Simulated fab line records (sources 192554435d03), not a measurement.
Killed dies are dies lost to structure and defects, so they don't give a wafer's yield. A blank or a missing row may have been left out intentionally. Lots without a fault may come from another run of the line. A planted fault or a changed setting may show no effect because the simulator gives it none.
Which tool is to blame?    flow n5-finfet    Sampling: 11 lots, 33 wafers, 2 of 1938 route steps

== WHAT EACH GAUGE READ, for each wafer ==
N5_BEOL_M12_INSPECT_12: inspects for defects (macro).
lot   measured      on                 raw-defect-count
L765  day 10 03:08  defect-inspect-01  4 0 1
L766  day 10 20:57  defect-inspect-02  0 0 1
L772  day 11 22:12  defect-inspect-02  1 3 5
L771  day 12 05:12  defect-inspect-02  3 1 1
L776  day 13 04:17  defect-inspect-02  5 1 3
L779  day 14 03:27  defect-inspect-01  2 2 1
L778  day 14 04:01  defect-inspect-02  3 5 2
L780  day 14 15:17  defect-inspect-01  1 1 2
L785  day 15 13:25  defect-inspect-01  1 1 1
L786  day 15 23:44  defect-inspect-01  4 3 3
L788  day 16 06:16  defect-inspect-01  0 3 3

== WHAT TOOL EACH LOT RAN ON (gives the tool, then ch and the chambers of the sampled wafers, and finally the start) ==
lot   N5_BEOL_M11_ANNEAL_51
L765  rtp-anneal-01 ch 0, day 10 01:45
L766  rtp-anneal-01 ch 0, day 10 19:32
L772  rtp-anneal-02 ch 0, day 11 20:51
L771  rtp-anneal-02 ch 0, day 12 03:50
L776  rtp-anneal-02 ch 0, day 13 02:59
L779  rtp-anneal-02 ch 0, day 14 02:11
L778  rtp-anneal-01 ch 0, day 14 02:37
L780  rtp-anneal-02 ch 0, day 14 13:53
L785  rtp-anneal-01 ch 0, day 15 12:02
L786  rtp-anneal-02 ch 0, day 15 22:20
L788  rtp-anneal-02 ch 0, day 16 04:35
- N5_BEOL_M11_ANNEAL_51: time 90 s.

== WHAT THE TOOLS THEMSELVES READ (means of the sampled wafers that have a number; where no wafer has one, the mark that the record gives instead) ==
N5_BEOL_M11_ANNEAL_51.
lot   tool           wafer_temp_C_max
L765  rtp-anneal-01  225.84
L766  rtp-anneal-01  225.73
L772  rtp-anneal-02  225.79
L771  rtp-anneal-02  225.85
L776  rtp-anneal-02  226.00
L779  rtp-anneal-02  226.05
L778  rtp-anneal-01  225.85
L780  rtp-anneal-02  225.93
L785  rtp-anneal-01  225.76
L786  rtp-anneal-02  225.72
L788  rtp-anneal-02  226.10

== THE ANSWER, worked out from the rows above alone ==
Rule: what is usual is taken from the lots themselves. Put in order of their means at a reading, lots are off if they are a third of the lots or fewer, leave a main group of 4 or more, and stand apart from it by a gap of 3 or more times the standard deviation of the main group's means; of several such gaps the widest counts. A main group is skipped when, at the precision printed for the reading in the tables above, its means are all equal. A lot without any number at a reading at which 4 lots or more have one is off too. Any other lot the step has rows for is counted as sound. After the gauges, taken in route order, come the tools' own readings; for these a lot's mean is taken, as printed above. At the first step where some lot is off, the reading lying furthest off is the one used; lots without a number count as furthest.
None of the lots is off at any reading shown; this tells nothing.

== WHAT THE SIMULATOR PUT IN ==
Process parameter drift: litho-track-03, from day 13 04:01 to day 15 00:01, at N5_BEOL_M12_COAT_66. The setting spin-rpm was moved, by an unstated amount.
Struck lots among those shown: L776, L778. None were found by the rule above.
